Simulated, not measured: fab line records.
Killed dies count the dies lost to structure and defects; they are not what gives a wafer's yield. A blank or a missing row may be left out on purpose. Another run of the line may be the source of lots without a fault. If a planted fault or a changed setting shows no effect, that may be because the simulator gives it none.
Comparing a struck lot with a sound one / flow nand_harc / 27 out of 1159 route steps
Sound: these wafers, L894.1, L894.2, L894.3. Wafers L910.1, L910.2, L910.4 were the ones struck. The cause is named last.
Each step with rows lists, per side, the tool, then ch with its chambers, then its first start. Under that, the readings that differ: sound wafers / struck wafers / difference of the means / sigmas: that difference in standard deviations of wafers without a fault.
alike: readings whose means differ by less than 2 such deviations, and words and numbers that are the same on both sides. not compared: withheld readings, readings that some wafer has no value for, bounds like >300 that may hide the same value, and numbers for which the record gives no deviation and whose values overlap.
Wherever a step has rows on one side only, a row that says differs or no value, or a row with sigmas, the two part there. Non-overlapping numbers with no deviation appear without sigmas and do not part them. A reading that every wafer of one side lacks parts them only if that side has two wafers or more.

first, 5 steps without rows for these wafers: NHARC_P_GATE_PRECLEAN_71 (cleans in SC1); NHARC_P_GATE_SRD_72; NHARC_P_GATE_OXIDE_16 (material SiO2, target thk 3 nm, ox time 392 s); NHARC_P_GATE_CVD_17 (deposits poly-Si, target thk 150 nm, time 900 s); NHARC_P_GATE_HM_DEP_102 (deposits aC, target thk 120 nm).
NHARC_P_GATE_DEP_103: deposits SiON, target thk 30 nm.
  sound on pecvd-01 ch 0,1,2, day 5 10:56; struck on pecvd-02 ch 0,1,2, day 9 04:38
  alike: heater_power_w
then, 6 steps without rows for these wafers: NHARC_P_GATE_DEHYDRATE_18 (time 120 s); NHARC_P_GATE_HMDS_19 (time 30 s); NHARC_P_GATE_COAT_20 (resist thk 90 nm); NHARC_P_GATE_SOFTBAKE_21 (time 55 s); NHARC_P_GATE_EBR_22; NHARC_P_GATE_EXPOSE_23 (exposes mask P GATE, target cd 120 nm).
NHARC_P_GATE_PEB_24: peb time 65 s.
  sound on litho_track-04 ch 0, day 5 11:32; struck on litho_track-06 ch 0, day 9 05:16
reading=heater_power_total_W (W); sound=156.9 155.9 156.2; struck=125.2 125.0 124.4; difference=-31.5; sigmas=-75
reading=plate_temp_C (C); sound=100.02 100.02 99.99; struck=85.22 85.22 84.96; difference=-14.88; sigmas=-99 or more
then, 1 step without rows for these wafers: NHARC_P_GATE_DEVELOP_25 (develop time 35 s).
NHARC_P_GATE_CD_MEAS_26 targets a cd of 120 nm.
  sound on cd_sem-03 ch 0, day 5 11:37; struck on cd_sem-01 ch 0, day 9 05:20
reading=cd_nm (nm); sound=119.7 119.2 119.8; struck=206.5 204.6 205.5; difference=+86.0; sigmas=+99 or more
NHARC_P_GATE_OVL_MEAS_27:
  sound: overlay-02 at day 5 11:43; struck: overlay-02 at day 9 05:26
  alike: overlay_x_nm, overlay_y_nm
NHARC_P_GATE_INSPECT_28:
  sound: defect_inspect-01 at day 5 11:44; struck: defect_inspect-01 at day 9 05:28
  alike: raw_defect_count
NHARC_P_GATE_DESCUM_31: chemistry O2, time 3 s.
  sound on rie_diel-06 ch 0,2,3, day 5 11:53; struck on rie_diel-09 ch 0,1,3, day 9 05:31
reading=rf_hours_counter_h (h); sound=14 16 15; struck=39 39 36; difference=+23; sigmas=
reading=model.P_GATE.cd_nm (nm); sound=120.1 120 119.8; struck=206.5 204.8 204.8; difference=+85.4; sigmas=
  alike: drypump_motor_current_A, oes_product_au, rf_vpp_V, showerhead_plenum_p_Torr, throttle_valve_pct
NHARC_P_GATE_ETCH_104: etches the open film in CF4/CHF3, target depth 60 nm.
  sound on rie_diel-06 ch 1,2,3, day 5 12:13; struck on rie_diel-09 ch 0,1,3, day 9 05:37
  alike: drypump_motor_current_A, oes_product_au, rf_vpp_V, showerhead_plenum_p_Torr, throttle_valve_pct
NHARC_P_GATE_HM_OPEN_105: chemistry O2/COS, target depth 360 nm.
  sound: rie_diel-06 ch 0,2,3; struck: rie_diel-09 ch 0,1,3
reading=rf_hours_counter_h (h); sound=14 15 16; struck=39 39 36; difference=+23; sigmas=
  alike: drypump_motor_current_A, oes_product_au, rf_vpp_V, showerhead_plenum_p_Torr, throttle_valve_pct
then, 1 step without rows for these wafers: NHARC_P_GATE_STRIP_106 (strips in O2/COS).
NHARC_P_GATE_ETCH_114: etches the open film in CF4/O2, target depth 30 nm, overetch 3 nm, time 16.5 s.
  sound: rie_diel-06 ch 0,1,3; struck: rie_diel-09 ch 0,1,2
reading=rf_hours_counter_h (h); sound=14 16 14; struck=39 36 39; difference=+23; sigmas=
  alike: drypump_motor_current_A, oes_product_au, rf_vpp_V, showerhead_plenum_p_Torr, throttle_valve_pct
NHARC_P_GATE_ETCH_32: etches the open film in HBr/Cl2, target depth 150 nm, time 100.1 s.
  sound on rie_si-05 ch 0,2,3, day 5 12:41; struck on rie_si-04 ch 0,2,3, day 9 06:07
reading=model.P_GATE.cd_nm (nm); sound=117.9 118.2 120.5; struck=206.2 204.9 202.5; difference=+85.7; sigmas=
  alike: drypump_motor_current_A, oes_product_au, throttle_valve_pct
  not compared: rf_hours_counter_h
NHARC_P_GATE_STRIP_108: strips in O2.
  sound on rie_diel-11 ch 0,2,3, day 5 12:50; struck on rie_diel-09 ch 0,2,3, day 9 06:17
reading=rf_hours_counter_h (h); sound=19 13 18; struck=39 36 36; difference=+20; sigmas=
  alike: drypump_motor_current_A, oes_product_au, rf_vpp_V, showerhead_plenum_p_Torr, throttle_valve_pct
NHARC_P_GATE_CD_MEAS_33:
  sound: cd_sem-03 at day 5 13:01; struck: cd_sem-03 at day 9 06:27
reading=cd_nm (nm); sound=118.4 118.0 121.1; struck=206.7 204.4 202.2; difference=+85.3; sigmas=+33
then, 1 step without rows for these wafers: NHARC_P_GATE_STRIP_35 (strips in SPM, time 600 s).
-- record jumps: 15 days between struck wafers' starts before vs after; left off in module P_GATE, resumes in module END, first step shown is number 1159 of the route --
NHARC_END_SORT_01:
  sound on prober-01 ch 0, day 19 17:34; struck on prober-01 ch 0, day 23 20:26
reading=killed_at_periphery; sound=2 1 2; struck=624 633 632; difference=+628; sigmas=+99 or more
reading=killed_dies; sound=27 24 37; struck=677 677 677; difference=+648; sigmas=+59
  alike: killed_at_array, killed_at_other, killed_open, killed_short

== WHERE THEY PART ==
First at NHARC_P_GATE_PEB_24; last, within this record, at NHARC_END_SORT_01.

WHY: whatever the simulator had introduced
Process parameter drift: litho_track-06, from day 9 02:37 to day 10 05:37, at NHARC_P_GATE_PEB_24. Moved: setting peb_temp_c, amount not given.
